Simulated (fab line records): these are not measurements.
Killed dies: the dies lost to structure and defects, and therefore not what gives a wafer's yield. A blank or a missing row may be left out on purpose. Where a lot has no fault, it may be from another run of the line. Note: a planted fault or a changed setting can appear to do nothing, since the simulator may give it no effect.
The tool behind it: which one? | flow nand_harc | 57 wafers from 19 lots sampled at 6 of the route's 1302 steps

## WHAT EACH GAUGE READ, for each wafer
The record holds no reading of a measuring or inspecting step that can be judged against a usual standard deviation.

## WHICH TOOL RAN EACH LOT (tool, then ch and the chambers of the sampled wafers, then the start)
lot  | NHARC_A_CONTACT_DESCUM_47          | NHARC_A_CONTACT_ETCH_112             | NHARC_A_CONTACT_ETCH_118             | NHARC_A_CONTACT_ETCH_102           | NHARC_A_CONTACT_ETCH_75            | NHARC_A_CONTACT_ETCH_129
L075 | rie_diel-07 ch 0,1,3, day 20 15:33 | har_cap_etch-02 ch 0,1, day 20 17:35 | har_cap_etch-02 ch 0,1, day 20 18:37 | rie_diel-07 ch 0,2,3, day 20 20:58 | rie_diel-05 ch 0,2,3, day 21 03:41 | har_cap_etch-03 ch 0,1, day 21 06:22
L076 | rie_diel-03 ch 0,1,2, day 21 03:27 | har_cap_etch-02 ch 1, day 21 05:28   | har_cap_etch-02 ch 1, day 21 06:30   | rie_diel-05 ch 0,1,2, day 21 09:10 | rie_diel-07 ch 1,2, day 21 15:23   | har_cap_etch-02 ch 0, day 21 17:46
L077 | rie_diel-07 ch 1,2, day 21 04:04   | har_cap_etch-03 ch 0,1, day 21 08:13 | har_cap_etch-03 ch 0,1, day 21 09:23 | rie_diel-07 ch 2,3, day 21 11:47   | rie_diel-05 ch 0,2,3, day 21 16:42 | har_cap_etch-03 ch 0,1, day 21 19:08
L080 | rie_diel-05 ch 1,2,3, day 22 10:57 | har_cap_etch-01 ch 0,1, day 22 13:09 | har_cap_etch-01 ch 0,1, day 22 14:26 | rie_diel-03 ch 0,1,3, day 22 18:02 | rie_diel-05 ch 0,1,3, day 23 00:18 | har_cap_etch-01 ch 0,1, day 23 03:05
L078 | rie_diel-07 ch 1,3, day 22 11:05   | har_cap_etch-03 ch 0,1, day 22 13:10 | har_cap_etch-03 ch 0,1, day 22 14:32 | rie_diel-07 ch 2,3, day 22 17:27   | rie_diel-07 ch 0,1,2, day 22 23:02 | har_cap_etch-03 ch 0,1, day 23 01:43
L081 | rie_diel-07 ch 1,2,3, day 23 20:40 | har_cap_etch-03 ch 0,1, day 23 22:43 | har_cap_etch-03 ch 0,1, day 23 23:44 | rie_diel-03 ch 0,2, day 24 02:02   | rie_diel-07 ch 0,1, day 24 06:55   | har_cap_etch-02 ch 1, day 24 09:18
L082 | rie_diel-05 ch 0,1,3, day 23 20:51 | har_cap_etch-01 ch 0,1, day 23 22:59 | har_cap_etch-01 ch 0,1, day 24 00:22 | rie_diel-07 ch 0,1,2, day 24 03:07 | rie_diel-07 ch 0,1,2, day 24 08:07 | har_cap_etch-03 ch 0,1, day 24 10:29
L083 | rie_diel-07 ch 0,3, day 24 09:53   | har_cap_etch-01 ch 0,1, day 24 11:54 | har_cap_etch-01 ch 0,1, day 24 12:55 | rie_diel-03 ch 1,3, day 24 15:36   | rie_diel-03 ch 1,3, day 24 23:15   | har_cap_etch-03 ch 0,1, day 25 01:37
L084 | rie_diel-03 ch 0,1,3, day 24 10:59 | har_cap_etch-02 ch 0,1, day 24 13:10 | har_cap_etch-02 ch 0,1, day 24 14:11 | rie_diel-07 ch 0,1,3, day 24 16:31 | rie_diel-07 ch 1,2,3, day 25 00:16 | har_cap_etch-02 ch 0,1, day 25 02:45
L085 | rie_diel-07 ch 1,2,3, day 24 14:08 | har_cap_etch-03 ch 0,1, day 24 16:09 | har_cap_etch-03 ch 0,1, day 24 17:11 | rie_diel-07 ch 1,2,3, day 24 19:32 | rie_diel-07 ch 0,1,3, day 25 03:08 | har_cap_etch-03 ch 1, day 25 05:31
L087 | rie_diel-07 ch 0,1, day 25 06:51   | har_cap_etch-01 ch 0,1, day 25 08:55 | har_cap_etch-01 ch 0,1, day 25 09:56 | rie_diel-05 ch 0,1,2, day 25 12:30 | rie_diel-05 ch 0,1,2, day 25 19:18 | har_cap_etch-03 ch 0,1, day 25 21:39
L088 | rie_diel-03 ch 0,1,2, day 26 04:06 | har_cap_etch-02 ch 0,1, day 26 06:10 | har_cap_etch-02 ch 0,1, day 26 07:11 | rie_diel-07 ch 0,2,3, day 26 09:31 | rie_diel-07 ch 0,2,3, day 26 15:29 | har_cap_etch-03 ch 0,1, day 26 17:54
L089 | rie_diel-07 ch 0,2,3, day 26 11:22 | har_cap_etch-01 ch 0,1, day 26 13:23 | har_cap_etch-01 ch 0,1, day 26 14:25 | rie_diel-07 ch 0,3, day 26 16:49   | rie_diel-03 ch 0,2,3, day 26 22:09 | har_cap_etch-01 ch 0,1, day 27 00:31
L091 | rie_diel-05 ch 0,1, day 27 00:31   | har_cap_etch-02 ch 0,1, day 27 02:33 | har_cap_etch-02 ch 0,1, day 27 03:38 | rie_diel-05 ch 0,1, day 27 06:34   | rie_diel-07 ch 0,1,3, day 27 12:37 | har_cap_etch-02 ch 0,1, day 27 15:09
L092 | rie_diel-07 ch 0,1,2, day 27 16:02 | har_cap_etch-01 ch 0,1, day 27 18:07 | har_cap_etch-01 ch 0,1, day 27 19:30 | rie_diel-07 ch 0,1,2, day 27 22:18 | rie_diel-05 ch 0,2, day 28 04:13   | har_cap_etch-01 ch 0,1, day 28 06:52
L095 | rie_diel-07 ch 0,2, day 29 00:43   | har_cap_etch-01 ch 0,1, day 29 02:44 | har_cap_etch-01 ch 0,1, day 29 03:46 | rie_diel-07 ch 1,2,3, day 29 06:05 | rie_diel-07 ch 0,1,2, day 29 11:11 | har_cap_etch-03 ch 0, day 29 13:35
L094 | rie_diel-03 ch 0,2, day 29 01:28   | har_cap_etch-02 ch 0,1, day 29 03:52 | har_cap_etch-02 ch 0,1, day 29 04:53 | rie_diel-07 ch 1,2, day 29 07:20   | rie_diel-03 ch 0,1,3, day 29 12:16 | har_cap_etch-01 ch 0,1, day 29 14:37
L097 | rie_diel-07 ch 0,3, day 29 23:59   | har_cap_etch-02 ch 0,1, day 30 02:02 | har_cap_etch-02 ch 0,1, day 30 03:04 | rie_diel-03 ch 0,2, day 30 05:32   | rie_diel-03 ch 0,2,3, day 30 11:07 | har_cap_etch-02 ch 1, day 30 13:31
L096 | rie_diel-07 ch 1,2,3, day 30 04:44 | har_cap_etch-03 ch 0,1, day 30 06:55 | har_cap_etch-03 ch 0,1, day 30 08:17 | rie_diel-05 ch 0,1,3, day 30 10:45 | rie_diel-03 ch 1,2,3, day 30 15:50 | har_cap_etch-01 ch 0,1, day 30 18:29
- NHARC_A_CONTACT_DESCUM_47: chemistry O2, time 3 s.
- NHARC_A_CONTACT_ETCH_112: etches the open film in C4F8/O2/Ar, time 190 s, target depth 1850 nm.
- NHARC_A_CONTACT_ETCH_118: etches the open film in C4F8/O2/Ar, time 190 s, target depth 1850 nm.
- NHARC_A_CONTACT_ETCH_102: etches the open film in CF4/O2, target depth 100 nm, overetch 10 nm, time 55 s.
- NHARC_A_CONTACT_ETCH_75: etches the open film in CF4, target depth 39 nm, time 65 s.
- NHARC_A_CONTACT_ETCH_129: etches the open film in C4F8/O2/Ar, time 197 s, target depth 1918 nm.

## AS READ BY THE TOOLS THEMSELVES (means over the sampled wafers that have a number; for cases with no such wafer, the mark the record gives instead)
NHARC_A_CONTACT_DESCUM_47. Usual: chamber_pressure_mTorr 60.00 mTorr, standard deviation 0.058; drypump_motor_current_A 5.8 A, standard deviation 0.33; oes_product_au 1.000 a.u., standard deviation 0.0074; rf_vpp_V 57.8 V, standard deviation 0.87; showerhead_plenum_p_Torr 1.92 Torr, standard deviation 0.11; throttle_valve_pct 11.310 %, standard deviation 0.0091.
lot  | tool        | chamber_pressure_mTorr (mTorr) | drypump_motor_current_A (A) | oes_product_au (a.u.) | rf_vpp_V (V) | showerhead_plenum_p_Torr (Torr) | throttle_valve_pct (%) | flag
L075 | rie_diel-07 | 59.93                          | 5.8                         | 0.996                 | 57.3         | 1.92                            | 11.316                 |
L076 | rie_diel-03 | 59.93                          | 5.4                         | 1.000                 | 58.2         | 1.89                            | 11.305                 |
L077 | rie_diel-07 | 59.99                          | 5.9                         | 1.005                 | 58.0         | 1.90                            | 11.317                 |
L080 | rie_diel-05 | 60.00                          | 5.6                         | 0.993                 | 57.2         | 1.91                            | 11.307                 |
L078 | rie_diel-07 | 59.99                          | 5.8                         | 0.995                 | 57.6         | 1.87                            | 11.311                 |
L081 | rie_diel-07 | 60.02                          | 5.8                         | 1.007                 | 57.2         | 1.85                            | 11.312                 |
L082 | rie_diel-05 | 60.00                          | 5.6                         | 0.999                 | 57.1         | 2.01                            | 11.319                 |
L083 | rie_diel-07 | 60.04                          | 5.7                         | 0.996                 | 57.9         | 1.88                            | 11.311                 |
L084 | rie_diel-03 | 60.01                          | 5.7                         | 1.009                 | 57.8         | 1.90                            | 11.321                 |
L085 | rie_diel-07 | 59.98                          | 5.8                         | 1.000                 | 57.5         | 1.85                            | 11.302                 |
L087 | rie_diel-07 | 59.97                          | 5.9                         | 1.002                 | 58.7         | 1.96                            | 11.310                 |
L088 | rie_diel-03 | 60.00                          | 5.4                         | 1.008                 | 57.4         | 1.88                            | 11.297                 |
L089 | rie_diel-07 | 59.98                          | 5.8                         | 1.009                 | 58.3         | 1.90                            | 11.311                 |
L091 | rie_diel-05 | 60.09                          | 6.0                         | 0.996                 | 58.0         | 2.01                            | 11.308                 |
L092 | rie_diel-07 | 60.03                          | 5.9                         | 0.991                 | 58.9         | 1.94                            | 11.305                 |
L095 | rie_diel-07 | 59.97                          | 5.9                         | 0.987                 | 58.4         | 2.00                            | 11.312                 |
L094 | rie_diel-03 | 59.96                          | 5.1                         | 0.995                 | 57.1         | 1.87                            | 11.313                 |
L097 | rie_diel-07 | 59.99                          | 5.7                         | 0.991                 | 58.2         | 1.87                            | 11.316                 |
L096 | rie_diel-07 | 60.05                          | 5.8                         | 1.001                 | 57.8         | 1.85                            | 11.317                 |

NHARC_A_CONTACT_ETCH_112. Usual: chamber_pressure_mTorr 19.999 mTorr, standard deviation 0.021; oes_air_line_au 1.001 a.u., standard deviation 0.022.
lot  | tool            | chamber_pressure_mTorr (mTorr) | oes_air_line_au (a.u.) | flag
L075 | har_cap_etch-02 | 19.989                         | 0.981                  |
L076 | har_cap_etch-02 | 19.989                         | 0.961                  |
L077 | har_cap_etch-03 | 20.011                         | 1.007                  |
L080 | har_cap_etch-01 | 20.002                         | 0.991                  |
L078 | har_cap_etch-03 | 20.012                         | 0.993                  |
L081 | har_cap_etch-03 | 19.951                         | 1.003                  |
L082 | har_cap_etch-01 | 20.013                         | 1.015                  |
L083 | har_cap_etch-01 | 20.005                         | 0.985                  |
L084 | har_cap_etch-02 | 20.000                         | 0.989                  |
L085 | har_cap_etch-03 | 20.003                         | 1.001                  |
L087 | har_cap_etch-01 | 20.006                         | 0.995                  |
L088 | har_cap_etch-02 | 20.002                         | 0.997                  |
L089 | har_cap_etch-01 | 20.004                         | 1.006                  |
L091 | har_cap_etch-02 | 20.007                         | 1.011                  |
L092 | har_cap_etch-01 | 19.994                         | 0.995                  |
L095 | har_cap_etch-01 | 19.998                         | 0.996                  |
L094 | har_cap_etch-02 | 19.996                         | 1.005                  |
L097 | har_cap_etch-02 | 19.996                         | 1.009                  |
L096 | har_cap_etch-03 | 19.986                         | 1.010                  |

NHARC_A_CONTACT_ETCH_118. Usual: chamber_pressure_mTorr 20.001 mTorr, standard deviation 0.018; oes_air_line_au 1.001 a.u., standard deviation 0.02.
lot  | tool            | chamber_pressure_mTorr (mTorr) | oes_air_line_au (a.u.) | flag
L075 | har_cap_etch-02 | 20.011                         | 1.000                  |
L076 | har_cap_etch-02 | 20.010                         | 0.999                  |
L077 | har_cap_etch-03 | 20.002                         | 1.002                  |
L080 | har_cap_etch-01 | 19.995                         | 0.988                  |
L078 | har_cap_etch-03 | 20.017                         | 1.015                  |
L081 | har_cap_etch-03 | 20.005                         | 0.989                  |
L082 | har_cap_etch-01 | 19.992                         | 1.010                  |
L083 | har_cap_etch-01 | 19.992                         | 1.005                  |
L084 | har_cap_etch-02 | 20.003                         | 1.011                  |
L085 | har_cap_etch-03 | 19.986                         | 1.014                  |
L087 | har_cap_etch-01 | 20.004                         | 0.975                  |
L088 | har_cap_etch-02 | 19.987                         | 0.999                  |
L089 | har_cap_etch-01 | 19.983                         | 1.009                  |
L091 | har_cap_etch-02 | 19.992                         | 0.995                  |
L092 | har_cap_etch-01 | 20.012                         | 0.999                  |
L095 | har_cap_etch-01 | 20.005                         | 0.991                  |
L094 | har_cap_etch-02 | 20.001                         | 1.001                  |
L097 | har_cap_etch-02 | 20.001                         | 1.010                  |
L096 | har_cap_etch-03 | 19.998                         | 1.007                  |

NHARC_A_CONTACT_ETCH_102. Usual: cf4_flow_sccm 80.01 sccm, standard deviation 0.28; chamber_pressure_mTorr 29.999 mTorr, standard deviation 0.027; drypump_motor_current_A 5.8 A, standard deviation 0.34; oes_f_703_au 1.000 a.u., standard deviation 0.0046; oes_product_au 0.999 a.u., standard deviation 0.0069; rf_vpp_V 198.0 V, standard deviation 1.7; showerhead_plenum_p_Torr 1.34 Torr, standard deviation 0.076; throttle_valve_pct 13.397 %, standard deviation 0.0082.
lot  | tool        | cf4_flow_sccm (sccm) | chamber_pressure_mTorr (mTorr) | drypump_motor_current_A (A) | oes_f_703_au (a.u.) | oes_product_au (a.u.) | rf_vpp_V (V) | showerhead_plenum_p_Torr (Torr) | throttle_valve_pct (%) | flag
L075 | rie_diel-07 | 79.83                | 29.963                         | 5.8                         | 0.998               | 0.998                 | 198.1        | 1.34                            | 13.390                 |
L076 | rie_diel-05 | 79.95                | 30.008                         | 6.0                         | 0.997               | 1.007                 | 197.5        | 1.35                            | 13.398                 |
L077 | rie_diel-07 | 79.96                | 30.000                         | 5.7                         | 1.002               | 1.002                 | 195.8        | 1.27                            | 13.400                 |
L080 | rie_diel-03 | 79.95                | 29.969                         | 5.7                         | 1.004               | 0.995                 | 197.3        | 1.33                            | 13.397                 |
L078 | rie_diel-07 | 79.88                | 30.024                         | 5.7                         | 0.999               | 0.995                 | 195.6        | 1.26                            | 13.407                 |
L081 | rie_diel-03 | 80.24                | 30.015                         | 5.1                         | 1.000               | 0.998                 | 198.6        | 1.37                            | 13.399                 |
L082 | rie_diel-07 | 79.80                | 29.990                         | 5.9                         | 1.002               | 1.001                 | 198.3        | 1.36                            | 13.398                 |
L083 | rie_diel-03 | 80.01                | 30.003                         | 6.0                         | 0.999               | 1.000                 | 199.2        | 1.38                            | 13.388                 |
L084 | rie_diel-07 | 80.06                | 29.986                         | 5.8                         | 0.999               | 0.995                 | 197.7        | 1.34                            | 13.403                 |
L085 | rie_diel-07 | 80.14                | 30.030                         | 5.8                         | 0.996               | 1.007                 | 196.9        | 1.29                            | 13.392                 |
L087 | rie_diel-05 | 80.05                | 29.990                         | 5.9                         | 1.002               | 1.001                 | 199.4        | 1.41                            | 13.399                 |
L088 | rie_diel-07 | 80.17                | 30.022                         | 5.8                         | 0.998               | 1.000                 | 198.0        | 1.33                            | 13.396                 |
L089 | rie_diel-07 | 80.18                | 29.979                         | 5.7                         | 1.000               | 0.998                 | 196.3        | 1.31                            | 13.396                 |
L091 | rie_diel-05 | 80.27                | 30.006                         | 6.0                         | 1.002               | 0.994                 | 199.7        | 1.40                            | 13.396                 |
L092 | rie_diel-07 | 80.08                | 30.002                         | 5.9                         | 0.999               | 1.003                 | 198.8        | 1.36                            | 13.383                 |
L095 | rie_diel-07 | 79.82                | 29.989                         | 5.8                         | 1.001               | 1.002                 | 197.0        | 1.29                            | 13.397                 |
L094 | rie_diel-07 | 80.27                | 29.966                         | 5.9                         | 1.006               | 0.986                 | 197.1        | 1.32                            | 13.394                 |
L097 | rie_diel-03 | 79.77                | 30.015                         | 5.1                         | 0.994               | 0.989                 | 198.4        | 1.35                            | 13.400                 |
L096 | rie_diel-05 | 80.02                | 29.999                         | 5.6                         | 1.000               | 0.992                 | 199.6        | 1.39                            | 13.404                 |

NHARC_A_CONTACT_ETCH_75. Usual: cf4_flow_sccm is 150.0 sccm with standard deviation 0.4, chamber_pressure_mTorr is 50.00 mTorr with standard deviation 0.045, drypump_motor_current_A is 5.8 A with standard deviation 0.38, oes_product_au is 0.999 a.u. with standard deviation 0.0075, rf_vpp_V is 151.6 V with standard deviation 1.4, showerhead_plenum_p_Torr is 1.79 Torr with standard deviation 0.094, and throttle_valve_pct is 13.285 % with standard deviation 0.0086.
lot  | tool        | cf4_flow_sccm (sccm) | chamber_pressure_mTorr (mTorr) | drypump_motor_current_A (A) | oes_product_au (a.u.) | rf_vpp_V (V) | showerhead_plenum_p_Torr (Torr) | throttle_valve_pct (%) | flag
L075 | rie_diel-05 | 150.1                | 49.96                          | 5.9                         | 0.999                 | 150.8        | 1.80                            | 13.291                 |
L076 | rie_diel-07 | 149.7                | 50.04                          | 6.0                         | 1.002                 | 151.1        | 1.75                            | 13.285                 |
L077 | rie_diel-05 | 150.3                | 50.01                          | 5.9                         | 0.997                 | 152.0        | 1.80                            | 13.294                 |
L080 | rie_diel-05 | 150.1                | 49.99                          | 5.6                         | 1.012                 | 151.5        | 1.85                            | 13.287                 |
L078 | rie_diel-07 | 149.8                | 49.97                          | 5.9                         | 0.998                 | 152.4        | 1.80                            | 13.285                 |
L081 | rie_diel-07 | 150.4                | 49.97                          | 5.9                         | 0.987                 | 152.6        | 1.85                            | 13.278                 |
L082 | rie_diel-07 | 150.0                | 50.01                          | 5.9                         | 1.005                 | 152.2        | 1.80                            | 13.293                 |
L083 | rie_diel-03 | 149.5                | 49.96                          | 6.0                         | 1.003                 | 152.3        | 1.82                            | 13.281                 |
L084 | rie_diel-07 | 150.2                | 50.03                          | 5.8                         | 1.001                 | 150.2        | 1.71                            | 13.283                 |
L085 | rie_diel-07 | 150.2                | 50.00                          | 5.8                         | 0.994                 | 151.1        | 1.77                            | 13.276                 |
L087 | rie_diel-05 | 150.2                | 50.01                          | 5.9                         | 0.999                 | 153.3        | 1.86                            | 13.284                 |
L088 | rie_diel-07 | 150.0                | 49.99                          | 5.8                         | 1.005                 | 150.4        | 1.76                            | 13.282                 |
L089 | rie_diel-03 | 150.4                | 50.02                          | 5.4                         | 0.992                 | 152.6        | 1.81                            | 13.290                 |
L091 | rie_diel-07 | 150.1                | 49.98                          | 5.8                         | 0.990                 | 150.9        | 1.77                            | 13.294                 |
L092 | rie_diel-05 | 149.6                | 49.96                          | 6.2                         | 0.989                 | 152.6        | 1.89                            | 13.282                 |
L095 | rie_diel-07 | 150.0                | 50.00                          | 5.9                         | 0.995                 | 151.8        | 1.80                            | 13.291                 |
L094 | rie_diel-03 | 150.0                | 50.00                          | 5.7                         | 0.997                 | 150.5        | 1.74                            | 13.286                 |
L097 | rie_diel-03 | 149.8                | 49.99                          | 5.4                         | 0.994                 | 152.4        | 1.80                            | 13.283                 |
L096 | rie_diel-03 | 150.0                | 49.95                          | 5.7                         | 1.000                 | 152.1        | 1.79                            | 13.281                 |

NHARC_A_CONTACT_ETCH_129. Usual: chamber_pressure_mTorr 19.998 mTorr, standard deviation 0.019; oes_air_line_au 1.006 a.u., standard deviation 0.021.
lot  | tool            | chamber_pressure_mTorr (mTorr) | oes_air_line_au (a.u.) | flag
L075 | har_cap_etch-03 | 19.995                         | 1.018                  |
L076 | har_cap_etch-02 | 19.985                         | 1.003                  |
L077 | har_cap_etch-03 | 19.994                         | 1.032                  |
L080 | har_cap_etch-01 | 20.005                         | 1.032                  |
L078 | har_cap_etch-03 | 19.992                         | 1.007                  |
L081 | har_cap_etch-02 | 19.998                         | 1.012                  |
L082 | har_cap_etch-03 | 20.005                         | 1.000                  |
L083 | har_cap_etch-03 | 19.987                         | 1.013                  |
L084 | har_cap_etch-02 | 19.994                         | 1.032                  |
L085 | har_cap_etch-03 | 20.011                         | 1.022                  |
L087 | har_cap_etch-03 | 19.993                         | 1.004                  |
L088 | har_cap_etch-03 | 19.990                         | 0.996                  |
L089 | har_cap_etch-01 | 20.011                         | 1.003                  |
L091 | har_cap_etch-02 | 20.010                         | 1.010                  |
L092 | har_cap_etch-01 | 20.011                         | 0.989                  |
L095 | har_cap_etch-03 | 20.006                         | 0.995                  |
L094 | har_cap_etch-01 | 20.003                         | 1.009                  |
L097 | har_cap_etch-02 | 19.988                         | 0.981                  |
L096 | har_cap_etch-01 | 19.999                         | 0.996                  |

## THE ANSWER, worked out from the rows above alone
Rule: lot off if the mean of its wafers having a number is beyond 3 standard deviations from the usual mean. Also off: a lot with no number at a reading for which 4 or more lots have one. The other lots that the step has rows for count as sound. Order of review: gauges by route order, followed by the tools' own readings, for which a lot's mean as printed above is used. The first step at which some lot is off is used, and at that step the reading that is off furthest; a lot without a number counts as furthest.
No lot is off at any reading shown: from this, nothing can be told.

## WHAT THE SIMULATOR PUT IN
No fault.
